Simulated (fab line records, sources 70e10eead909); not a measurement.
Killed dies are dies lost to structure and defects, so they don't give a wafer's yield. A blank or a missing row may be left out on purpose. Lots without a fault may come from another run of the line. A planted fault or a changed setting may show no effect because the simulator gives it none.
Chamber matching | flow nand_harc | NHARC_A_DECK1_JOINT_ETCHBACK_07 on rie_si-03: 4 sister chambers
The step etches the open film in HBr, target depth 105 nm, time 26.9 s. 14 wafers are shown with their chamber, then 7 later ones without.

WAFERS WITH THEIR CHAMBER
wafer  | chamber | drypump_motor_current_A (A) | rf_fwd_power_W (W) | oes_product_au (a.u.)
L077.1 | 1       | 5.4                         | 342.6              | 1.001
L077.3 | 3       | 6.3                         | 343.4              | 1.012
L077.5 | 2       | 5.6                         | 347.3              | 1.019
L078.1 | 2       | 5.5                         | 346.0              | 1.012
L078.2 | 0       | 5.4                         | 344.3              | 1.009
L078.5 | 0       | 5.4                         | 344.2              | 0.994
L082.1 | 1       | 5.4                         | 343.5              | 1.013
L082.4 | 0       | 5.4                         | 343.4              | 1.014
L082.5 | 0       | 5.4                         | 342.7              | 1.013
L085.1 | 2       | 5.5                         | 347.3              | 1.017
L085.2 | 0       | 5.4                         | 345.2              | 0.995
L085.6 | 3       | 6.3                         | 345.2              | 1.013
L088.1 | 0       | 5.4                         | 343.7              | 0.996
L088.3 | 3       | 6.3                         | 345.3              | 1.008

SIGNATURES (means of the wafers above)
reading                 | chamber 0 | chamber 1 | chamber 2 | chamber 3 | scatter within a chamber
drypump_motor_current_A | 5.400     | 5.400     | 5.533     | 6.300     | 0.0258
rf_fwd_power_W          | 343.917   | 343.050   | 346.867   | 344.633   | 0.865
oes_product_au          | 1.00350   | 1.00700   | 1.01600   | 1.01100   | 0.00749
Rule: a wafer's distance from a chamber is the root of the sum, over the readings, of the square of ((its reading less the chamber's mean) divided by the reading's scatter). The wafer belongs to the nearest chamber; if the next one is less than 2 further off, it can't be placed. The scatter: the root of (the sum of the squares of (reading less its chamber's mean) over the shown wafers, divided by (wafers less chambers)).

WAFERS WITHOUT THEIR CHAMBER
wafer  | drypump_motor_current_A (A) | rf_fwd_power_W (W) | oes_product_au (a.u.)
L088.5 | 6.3                         | 346.1              | 1.007
L093.1 | 5.5                         | 347.2              | 1.007
L093.5 | 5.5                         | 347.7              | 1.024
L093.6 | 5.4                         | 344.1              | 0.994
L094.1 | 5.4                         | 342.5              | 0.991
L094.3 | 5.5                         | 346.2              | 1.025
L094.6 | 5.5                         | 347.0              | 1.012

WHICH CHAMBER EACH WENT THROUGH
wafer  | from the rows above     | in truth
L088.5 | 3                       | 3
L093.1 | 2                       | 2
L093.5 | 2                       | 2
L093.6 | can't be placed: 0 or 1 | 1
L094.1 | can't be placed: 1 or 0 | 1
L094.3 | 2                       | 2
L094.6 | 2                       | 2
Placed correctly: 5 of 7. Can't be placed from these rows: 2 (the true chamber is among the candidates in 2). Placed wrongly: 0.
